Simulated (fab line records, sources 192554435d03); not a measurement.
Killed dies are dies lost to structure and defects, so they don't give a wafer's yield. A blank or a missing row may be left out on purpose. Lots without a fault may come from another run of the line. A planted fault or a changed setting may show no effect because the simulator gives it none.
Chamber matching | flow n5_finfet | N5_BEOL_M13_ETCH_67 on rie_diel-01: 4 sister chambers
The step etches SiARC in CF4, target depth 143 nm, time 238.3 s. 14 wafers are shown with their chamber, then 7 later ones without.

WAFERS WITH THEIR CHAMBER
wafer  | chamber | throttle_valve_pct (%) | etch_rf_on_time_s (s) | oes_product_au (a.u.)
L075.2 | 0       | 15.31                  | 225                   | 0.76
L075.3 | 1       | 15.29                  | 254                   | 0.69
L075.6 | 0       | 15.31                  | 227                   | 0.74
L079.1 | 1       | 15.29                  | 252                   | 0.69
L079.2 | 2       | 15.26                  | 238                   | 0.73
L079.3 | 0       | 15.32                  | 228                   | 0.73
L079.4 | 3       | 15.64                  | 239                   | 0.70
L079.5 | 3       | 15.63                  | 241                   | 0.70
L079.6 | 0       | 15.34                  | 228                   | 0.74
L077.2 | 2       | 15.25                  | 239                   | 0.72
L077.4 | 1       | 15.31                  | 250                   | 0.68
L077.6 | 0       | 15.33                  | 223                   | 0.75
L084.3 | 1       | 15.31                  | 248                   | 0.68
L084.4 | 2       | 15.26                  | 237                   | 0.73

SIGNATURES (means of the wafers above)
reading            | chamber 0 | chamber 1 | chamber 2 | chamber 3 | scatter within a chamber
throttle_valve_pct | 15.3220   | 15.3000   | 15.2567   | 15.6350   | 0.0109
etch_rf_on_time_s  | 226.20    | 251.00    | 238.00    | 240.00    | 2.07
oes_product_au     | 0.7440    | 0.6850    | 0.7267    | 0.7000    | 0.00829
Rule: a wafer's distance from a chamber is the root of the sum, over the readings, of the square of ((its reading less the chamber's mean) divided by the reading's scatter). The wafer belongs to the nearest chamber; if the next one is less than 2 further off, it can't be placed. The scatter: the root of (the sum of the squares of (reading less its chamber's mean) over the shown wafers, divided by (wafers less chambers)).

WAFERS WITHOUT THEIR CHAMBER
wafer  | throttle_valve_pct (%) | etch_rf_on_time_s (s) | oes_product_au (a.u.)
L084.6 | 15.27                  | 237                   | 0.73
L087.2 | 15.64                  | 238                   | 0.69
L087.5 | 15.27                  | 239                   | 0.72
L087.6 | 15.33                  | 251                   | 0.68
L091.2 | 15.35                  | 250                   | 0.67
L091.3 | 15.30                  | 240                   | 0.71
L091.5 | 15.37                  | 227                   | 0.72

WHICH CHAMBER EACH WENT THROUGH
wafer  | from the rows above     | in truth
L084.6 | 2                       | 2
L087.2 | 3                       | 3
L087.5 | 2                       | 2
L087.6 | 1                       | 1
L091.2 | 1                       | 1
L091.3 | can't be placed: 2 or 1 | 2
L091.5 | 0                       | 0
Placed correctly: 6 of 7. Can't be placed from these rows: 1 (the true chamber is among the candidates in 1). Placed wrongly: 0.
